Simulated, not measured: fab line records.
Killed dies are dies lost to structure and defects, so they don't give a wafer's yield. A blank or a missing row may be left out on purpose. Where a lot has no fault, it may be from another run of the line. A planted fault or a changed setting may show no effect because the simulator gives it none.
Which tool was responsible? ; flow nand_harc ; 24 lots with 72 wafers sampled at 5 steps, on a route of 1302 steps

WHAT EACH GAUGE READ, for each wafer
NHARC_A_ONON_D1_THK_MEAS_14: measures by ellipsometry. Usual: 1001 nm for thk_nm, sd 9.6.
lot;measured;on;thk_nm (nm);flag
L074;day 7 23:20;film_metro-02;1004 1001 1004;
L075;day 8 16:34;film_metro-01;1002 1003 1002;
L076;day 8 16:34;film_metro-02;1008 1008 1009;
L077;day 9 01:08;film_metro-01;1000 1001 1001;
L078;day 9 11:52;film_metro-02;991 989 990;
L079;day 9 20:36;film_metro-02;1012 1010 1009;
L080;day 10 06:03;film_metro-01;996 997 995;
L081;day 10 23:08;film_metro-01;993 994 995;
L082;day 10 22:47;film_metro-01;997 998 998;
L083;day 12 00:06;film_metro-02;1013 1012 1013;
L084;day 12 00:04;film_metro-02;991 994 993;
L085;day 12 09:28;film_metro-02;1004 1004 1005;
L086;day 13 00:25;film_metro-02;1002 1002 999;
L087;day 13 00:04;film_metro-01;976 977 976;
L088;day 13 22:25;film_metro-02;1013 1010 1012;
L089;day 13 22:26;film_metro-01;997 997 997;
L090;day 14 18:28;film_metro-01;1017 1015 1016;
L091;day 15 00:22;film_metro-01;999 999 1000;
L092;day 15 07:19;film_metro-01;1004 1002 1003;
L093;day 15 23:36;film_metro-01;981 980 981;
L094;day 16 07:19;film_metro-01;1015 1012 1012;
L096;day 16 22:23;film_metro-01;1005 1004 1006;
L095;day 16 22:25;film_metro-01;1011 1012 1011;
L097;day 17 10:18;film_metro-02;1001 1001 1000;

NHARC_A_ONON_D1_THK_MEAS_34: measures by ellipsometry. Usual: 199.8 nm for thk_nm, sd 2.7.
lot;measured;on;thk_nm (nm);flag
L074;day 8 09:49;film_metro-01;196.9 199.8 196.4;
L075;day 9 03:01;film_metro-02;198.6 201.2 199.0;
L076;day 9 03:05;film_metro-01;198.0 204.6 199.5;
L077;day 9 11:40;film_metro-02;198.0 194.4 198.7;
L078;day 9 22:38;film_metro-02;199.9 201.8 200.6;
L079;day 10 07:17;film_metro-01;199.6 195.5 196.5;
L080;day 10 16:37;film_metro-02;196.1 196.9 199.7;
L081;day 11 09:20;film_metro-01;195.2 198.1 198.8;
L082;day 11 09:19;film_metro-02;195.8 204.5 201.0;
L083;day 12 12:02;film_metro-01;197.8 201.0 200.6;
L084;day 12 11:49;film_metro-01;204.3 203.4 202.3;
L085;day 12 19:58;film_metro-01;196.6 196.4 201.3;
L086;day 13 10:25;film_metro-01;202.1 204.6 205.9;
L087;day 13 10:31;film_metro-02;194.7 193.8 201.4;
L088;day 14 09:32;film_metro-01;197.2 192.1 199.2;
L089;day 14 09:31;film_metro-02;201.3 200.1 203.4;
L090;day 15 05:19;film_metro-02;199.0 201.4 202.5;
L091;day 15 14:02;film_metro-02;201.2 201.0 202.9;
L092;day 15 21:12;film_metro-01;197.1 203.6 201.6;
L093;day 16 09:55;film_metro-01;198.1 194.9 199.6;
L094;day 16 18:14;film_metro-01;199.9 202.7 204.6;
L096;day 17 08:49;film_metro-01;197.5 201.7 202.4;
L095;day 17 08:47;film_metro-02;194.8 200.9 198.1;
L097;day 17 20:49;film_metro-02;197.7 201.3 199.5;

WHICH TOOL RAN EACH LOT (tool, then ch and the chambers of the sampled wafers, then the start)
lot;NHARC_P_BONDPAD_PRE_CLEAN_26;NHARC_P_BONDPAD_PVD_17;NHARC_A_ZERO_WELL_ETCH_19
L074;pvd_sputter-01, day 6 23:21 or earlier;pvd_sputter-01, day 6 23:21 or earlier;rie_diel-11 ch 0,1,2, day 6 23:21
L075;pvd_sputter-02, day 7 17:06 or earlier;pvd_sputter-02, day 7 17:06 or earlier;rie_diel-05 ch 0,1,2, day 7 17:06
L076;pvd_sputter-03, day 7 18:32 or earlier;pvd_sputter-03, day 7 18:32 or earlier;rie_diel-11 ch 0,1, day 7 18:32
L077;pvd_sputter-02, day 8 01:36 or earlier;pvd_sputter-02, day 8 01:36 or earlier;rie_diel-11 ch 0,2,3, day 8 01:36
L078;pvd_sputter-01, day 8 07:28 or earlier;pvd_sputter-01, day 8 07:28 or earlier;rie_diel-04 ch 0,1,3, day 8 07:28
L079;pvd_sputter-01, day 8 20:07 or earlier;pvd_sputter-01, day 8 20:07 or earlier;rie_diel-05 ch 1,2, day 8 20:07
L080;pvd_sputter-02, day 9 05:32 or earlier;pvd_sputter-02, day 9 05:32 or earlier;rie_diel-11 ch 0,2,3, day 9 05:32
L081;pvd_sputter-02, day 9 22:39 or earlier;pvd_sputter-02, day 9 22:39 or earlier;rie_diel-11 ch 0,1,2, day 9 22:39
L082;pvd_sputter-03, day 9 23:02 or earlier;pvd_sputter-03, day 9 23:02 or earlier;rie_diel-11 ch 1,2,3, day 9 23:02
L083;pvd_sputter-01, day 10 23:49 or earlier;pvd_sputter-01, day 10 23:49 or earlier;rie_diel-05 ch 1,2, day 10 23:49
L084;pvd_sputter-03, day 11 02:29 or earlier;pvd_sputter-03, day 11 02:29 or earlier;rie_diel-05 ch 0,3, day 11 02:29
L085;pvd_sputter-03, day 11 09:02 or earlier;pvd_sputter-03, day 11 09:02 or earlier;rie_diel-11 ch 0,1,2, day 11 09:02
L086;pvd_sputter-01, day 11 23:16 or earlier;pvd_sputter-01, day 11 23:16 or earlier;rie_diel-05 ch 1,3, day 11 23:16
L087;pvd_sputter-03, day 11 23:38 or earlier;pvd_sputter-03, day 11 23:38 or earlier;rie_diel-05 ch 0,1,2, day 11 23:38
L088;pvd_sputter-03, day 12 22:34 or earlier;pvd_sputter-03, day 12 22:34 or earlier;rie_diel-11 ch 0,1, day 12 22:34
L089;pvd_sputter-01, day 13 01:00 or earlier;pvd_sputter-01, day 13 01:00 or earlier;rie_diel-11 ch 0,1,3, day 13 01:00
L090;pvd_sputter-02, day 13 18:16 or earlier;pvd_sputter-02, day 13 18:16 or earlier;rie_diel-04 ch 0,1,3, day 13 18:16
L091;pvd_sputter-03, day 13 21:55 or earlier;pvd_sputter-03, day 13 21:55 or earlier;rie_diel-11 ch 0,1,3, day 13 21:55
L092;pvd_sputter-01, day 14 05:46 or earlier;pvd_sputter-01, day 14 05:46 or earlier;rie_diel-11 ch 0,1,3, day 14 05:46
L093;pvd_sputter-02, day 14 23:18 or earlier;pvd_sputter-02, day 14 23:18 or earlier;rie_diel-11 ch 0,3, day 14 23:18
L094;pvd_sputter-01, day 15 07:17 or earlier;pvd_sputter-01, day 15 07:17 or earlier;rie_diel-11 ch 0,3, day 15 07:17
L096;pvd_sputter-02, day 15 21:09 or earlier;pvd_sputter-02, day 15 21:09 or earlier;rie_diel-11 ch 1,2, day 15 21:09
L095;pvd_sputter-02, day 15 21:51 or earlier;pvd_sputter-02, day 15 21:51 or earlier;rie_diel-11 ch 0,2, day 15 21:51
L097;pvd_sputter-02, day 16 07:41 or earlier;pvd_sputter-02, day 16 07:41 or earlier;rie_diel-11 ch 0,2, day 16 07:41
- NHARC_P_BONDPAD_PRE_CLEAN_26: time 30 s.
- NHARC_P_BONDPAD_PVD_17: deposits TaN, target thk 5 nm, time 8.06 s.
- NHARC_A_ZERO_WELL_ETCH_19: etches the open film in N2/H2, target depth 80 nm, overetch 24 nm, time 87.88 s.

WHAT THE TOOLS THEMSELVES READ (means of the sampled wafers that have a number; where no wafer has one, the mark that the record gives instead)
NHARC_P_BONDPAD_PRE_CLEAN_26. Usual: 409 W for heater_power_w, sd 42.
lot;tool;heater_power_w (W);flag
L074;pvd_sputter-01;403;
L075;pvd_sputter-02;421;
L076;pvd_sputter-03;396;
L077;pvd_sputter-02;435;
L078;pvd_sputter-01;476;
L079;pvd_sputter-01;379;
L080;pvd_sputter-02;426;
L081;pvd_sputter-02;431;
L082;pvd_sputter-03;391;
L083;pvd_sputter-01;378;
L084;pvd_sputter-03;422;
L085;pvd_sputter-03;380;
L086;pvd_sputter-01;436;
L087;pvd_sputter-03;399;
L088;pvd_sputter-03;405;
L089;pvd_sputter-01;405;
L090;pvd_sputter-02;407;
L091;pvd_sputter-03;383;
L092;pvd_sputter-01;435;
L093;pvd_sputter-02;406;
L094;pvd_sputter-01;405;
L096;pvd_sputter-02;444;
L095;pvd_sputter-02;420;
L097;pvd_sputter-02;413;

NHARC_P_BONDPAD_PVD_17. Usual: 29.9 % for throttle_valve_pct, sd 1.3.
lot;tool;throttle_valve_pct (%);flag
L074;pvd_sputter-01;29.8;
L075;pvd_sputter-02;30.7;
L076;pvd_sputter-03;30.5;
L077;pvd_sputter-02;30.6;
L078;pvd_sputter-01;30.7;
L079;pvd_sputter-01;30.6;
L080;pvd_sputter-02;30.7;
L081;pvd_sputter-02;29.6;
L082;pvd_sputter-03;30.3;
L083;pvd_sputter-01;30.4;
L084;pvd_sputter-03;29.1;
L085;pvd_sputter-03;29.4;
L086;pvd_sputter-01;29.6;
L087;pvd_sputter-03;30.2;
L088;pvd_sputter-03;30.0;
L089;pvd_sputter-01;29.7;
L090;pvd_sputter-02;28.9;
L091;pvd_sputter-03;29.8;
L092;pvd_sputter-01;29.7;
L093;pvd_sputter-02;28.9;
L094;pvd_sputter-01;29.5;
L096;pvd_sputter-02;30.2;
L095;pvd_sputter-02;29.7;
L097;pvd_sputter-02;30.1;

NHARC_A_ZERO_WELL_ETCH_19. Usual: drypump_motor_current_A is 5.7 A with standard deviation 0.37, mfc_ar_sccm is 0.006 sccm with standard deviation 0.009, n2_flow_sccm is 150.0 sccm with standard deviation 0.52, oes_product_au is 1.001 a.u. with standard deviation 0.0073, rf_vpp_V is 431.5 V with standard deviation 3, showerhead_plenum_p_Torr is 2.07 Torr with standard deviation 0.1, and throttle_valve_pct is 14.171 % with standard deviation 0.0094.
lot;tool;drypump_motor_current_A (A);mfc_ar_sccm (sccm);n2_flow_sccm (sccm);oes_product_au (a.u.);rf_vpp_V (V);showerhead_plenum_p_Torr (Torr);throttle_valve_pct (%);flag
L074;rie_diel-11;5.8;0.004;150.1;1.003;431.9;2.08;14.176;
L075;rie_diel-05;5.6;0.013;150.6;1.001;431.1;2.06;14.175;
L076;rie_diel-11;5.9;0.006;149.7;1.001;429.9;2.03;14.178;
L077;rie_diel-11;5.6;0.004;150.0;1.000;433.6;2.12;14.176;
L078;rie_diel-04;6.0;0.018;150.1;1.001;428.2;1.95;14.176;
L079;rie_diel-05;5.6;0.000;149.6;1.007;430.3;2.02;14.180;
L080;rie_diel-11;5.6;0.004;149.1;1.000;432.7;2.12;14.169;
L081;rie_diel-11;5.8;0.004;149.2;1.004;431.9;2.08;14.175;
L082;rie_diel-11;5.8;0.001;150.1;1.000;434.1;2.15;14.172;
L083;rie_diel-05;5.6;0.000;150.2;1.002;429.9;2.02;14.171;
L084;rie_diel-05;5.8;0.028;149.6;0.999;429.3;1.99;14.176;
L085;rie_diel-11;5.8;0.004;150.3;1.007;432.4;2.08;14.168;
L086;rie_diel-05;5.1;0.005;150.1;0.997;428.3;1.98;14.166;
L087;rie_diel-05;5.6;0.013;149.6;0.998;430.8;2.05;14.163;
L088;rie_diel-11;6.0;0.003;150.1;1.001;430.0;2.05;14.178;
L089;rie_diel-11;5.9;0.003;149.7;1.008;431.5;2.09;14.176;
L090;rie_diel-04;6.0;0.018;149.8;1.001;426.9;1.94;14.154;
L091;rie_diel-11;5.9;0.003;149.9;0.992;432.5;2.09;14.175;
L092;rie_diel-11;5.9;0.003;150.5;0.997;431.7;2.09;14.169;
L093;rie_diel-11;5.7;0.006;150.1;0.995;431.6;2.07;14.167;
L094;rie_diel-11;5.7;0.003;150.3;0.996;432.3;2.13;14.176;
L096;rie_diel-11;5.9;0.001;150.5;1.003;432.3;2.11;14.167;
L095;rie_diel-11;5.5;0.006;150.3;1.000;433.5;2.11;14.170;
L097;rie_diel-11;5.6;0.007;150.6;1.009;430.6;2.05;14.162;

THE ANSWER, worked out from the rows above alone
Rule: lot off if the mean of its wafers having a number is beyond 3 standard deviations from the usual mean. Also off: a lot with no number at a reading for which 4 or more lots have one. Any other lot the step has rows for is counted as sound. The gauges are gone through in route order, then the tools' own readings, and for those a lot's mean is taken as printed above. The first step at which some lot is off is used, and at that step the reading that is off furthest; a lot without a number counts as furthest.
Across all readings shown, no lot is off: no conclusion can be drawn from this.

WHAT HAD BEEN PUT IN BY THE SIMULATOR
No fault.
